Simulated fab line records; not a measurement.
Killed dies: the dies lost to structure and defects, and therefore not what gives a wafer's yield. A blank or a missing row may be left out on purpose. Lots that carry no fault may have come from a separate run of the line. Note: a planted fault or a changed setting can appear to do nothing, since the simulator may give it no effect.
Chamber matching | flow n5-finfet | N5_BEOL_M0_SAQP_MANDREL1_REMOVE_100 on rie-si-02 has 4 sister chambers
The step chemistry HBr/Cl2/O2, target a-Si, stops on SiNx, bt time 10 s. 8 wafers are shown with their chamber, then 10 later ones without.

WAFERS PAIRED WITH THEIR CHAMBERS
wafer  | chamber | throttle-valve-pct (%) | drypump-motor-current-A (A)
L082.4 | 1       | 36.52                  | 5.52
L083.1 | 2       | 37.00                  | 5.94
L083.3 | 1       | 36.53                  | 5.50
L083.4 | 3       | 36.75                  | 6.02
L085.4 | 3       | 36.76                  | 6.00
L085.6 | 0       | 36.99                  | 5.19
L086.2 | 0       | 36.98                  | 5.23
L086.4 | 2       | 36.98                  | 5.92

WAFERS WITH NO CHAMBER GIVEN
wafer  | throttle-valve-pct (%) | drypump-motor-current-A (A)
L086.5 | 37.01                  | 5.94
L091.1 | 37.01                  | 5.94
L091.2 | 36.77                  | 5.99
L091.3 | 36.54                  | 5.49
L093.1 | 36.99                  | 5.19
L093.2 | 36.98                  | 5.95
L093.6 | 36.99                  | 5.95
L097.4 | 37.01                  | 5.92
L097.5 | 37.00                  | 5.93
L097.6 | 36.52                  | 5.48

EACH ONE'S CHAMBER
wafer  | from the rows above | in truth
L086.5 | 2                   | 2
L091.1 | 2                   | 2
L091.2 | 3                   | 3
L091.3 | 1                   | 1
L093.1 | 0                   | 0
L093.2 | 2                   | 2
L093.6 | 2                   | 2
L097.4 | 2                   | 2
L097.5 | 2                   | 2
L097.6 | 1                   | 1
10 of 10 placed correctly. Left unplaced by these rows: 0. 0 placed wrongly.
How it was worked out, from the rows above alone: a wafer's distance from a chamber is the root of the sum, over the readings, of the square of ((its reading less the chamber's mean) divided by the reading's scatter). If the next closest chamber is less than 2 further off than the closest, the wafer can't be placed; otherwise it belongs to the closest. A chamber's mean is the mean of its shown wafers. How the scatter is found: for the shown wafers, subtract from each reading the mean of its chamber, square and add these, divide the total by (wafers less chambers), then take the root.
